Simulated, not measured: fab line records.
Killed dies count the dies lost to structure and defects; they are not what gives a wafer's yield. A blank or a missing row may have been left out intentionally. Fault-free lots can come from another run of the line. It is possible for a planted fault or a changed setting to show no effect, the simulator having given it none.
What tool caused it? ; flow nand harc ; 6 lots, 18 wafers sampled, at 1 step of a route of 1159

## WHAT THE GAUGES SHOWED, per wafer
NHARC_A_M1_THK_MEAS_24: measures by xrf.
lot;measured;on;thk nm (nm)
L271;day 18 04:24;film metro-02;154.9 154.8 153.5
L274;day 18 13:23;film metro-02;155.8 153.8 152.2
L279;day 21 00:38;film metro-01;151.7 151.9 153.4
L287;day 22 15:57;film metro-01;153.8 154.2 154.9
L289;day 22 20:26;film metro-01;155.2 156.6 155.2
L291;day 23 13:28;film metro-01;153.2 155.2 155.0

## EACH LOT AND THE TOOL THAT RAN IT (in order: tool; ch and the chambers of the sampled wafers; start)
There is no process step in the record ahead of these readings.

## THE ANSWER, worked out from the rows above alone
Rule: what is usual is taken from the lots themselves. The widest of any qualifying gaps counts: lots, ordered by their means at a reading, are off when they make up no more than a third of the lots, leave a main group of 4 or more, and stand apart from it by 3 or more times the standard deviation of that group's means. Not used: any main group whose means are identical at the precision the tables above print for the reading. A lot without any number at a reading at which 4 lots or more have one is off too. Any other lot the step has rows for is counted as sound.
Across all readings shown, no lot is off: no conclusion can be drawn from this.

## WHAT HAD BEEN PUT IN BY THE SIMULATOR
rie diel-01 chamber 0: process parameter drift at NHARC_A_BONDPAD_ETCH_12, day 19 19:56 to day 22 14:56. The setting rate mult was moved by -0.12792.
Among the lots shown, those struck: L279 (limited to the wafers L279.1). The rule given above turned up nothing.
